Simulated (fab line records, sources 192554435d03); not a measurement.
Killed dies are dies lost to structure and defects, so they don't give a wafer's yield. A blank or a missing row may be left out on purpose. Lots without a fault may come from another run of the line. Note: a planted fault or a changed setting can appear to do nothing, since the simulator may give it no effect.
Chamber matching ; flow n5 finfet ; N5_BEOL_M3_ILD_DEP_00 on pecvd-02 has 3 sister chambers
The step deposits SiOC from DEMS/O2, target thk 79 nm, time 15.3 s. 15 wafers are shown with their chamber, then 7 later ones without.

== WAFERS PAIRED WITH THEIR CHAMBERS ==
wafer;chamber;throttle valve pct (%);heater power w (W);showerhead plenum p Torr (Torr)
L594.2;0;12.3;648;5.689
L594.3;1;11.5;720;5.698
L594.4;0;12.3;648;5.695
L596.1;1;11.6;678;5.683
L596.2;0;12.3;589;5.690
L596.4;2;12.2;439;5.705
L598.3;2;12.3;523;5.711
L598.5;1;11.2;607;5.688
L598.6;2;11.9;522;5.713
L599.2;1;11.4;662;5.706
L599.6;2;12.1;500;5.723
L600.2;1;11.2;684;5.697
L600.4;1;11.5;661;5.693
L612.2;2;12.1;520;5.715
L612.3;0;12.3;593;5.685

SIGNATURES (averages over the wafers above)
reading;chamber 0;chamber 1;chamber 2;scatter within a chamber
throttle valve pct;12.300;11.400;12.120;0.138
heater power w;619.50;668.67;500.80;35.7
showerhead plenum p Torr;5.68975;5.69417;5.71340;0.00676
Rule: for a wafer and a chamber, the distance is found by dividing, reading by reading, the gap between the wafer's reading and the chamber's mean by the reading's scatter, squaring, summing and taking the root. If the next closest chamber is less than 2 further off than the closest, the wafer can't be placed; otherwise it belongs to the closest. The scatter: take each reading less its chamber's mean, square it, sum over the shown wafers, divide by the number of wafers less the number of chambers, and take the root.

== WAFERS WITHOUT THEIR CHAMBER ==
wafer;throttle valve pct (%);heater power w (W);showerhead plenum p Torr (Torr)
L612.4;12.2;584;5.680
L615.2;12.3;690;5.684
L615.3;12.2;522;5.722
L615.4;12.1;563;5.705
L616.3;11.4;655;5.689
L616.5;11.4;651;5.680
L616.6;12.3;491;5.711

== CHAMBER TAKEN BY EACH ==
wafer;from the rows above;in truth
L612.4;0;0
L615.2;0;0
L615.3;2;2
L615.4;can't be placed: 2 or 0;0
L616.3;1;1
L616.5;1;1
L616.6;2;2
Correctly placed: 6 of 7. Can't be placed from these rows: 1 (the true chamber is among the candidates in 1). 0 placed wrongly.
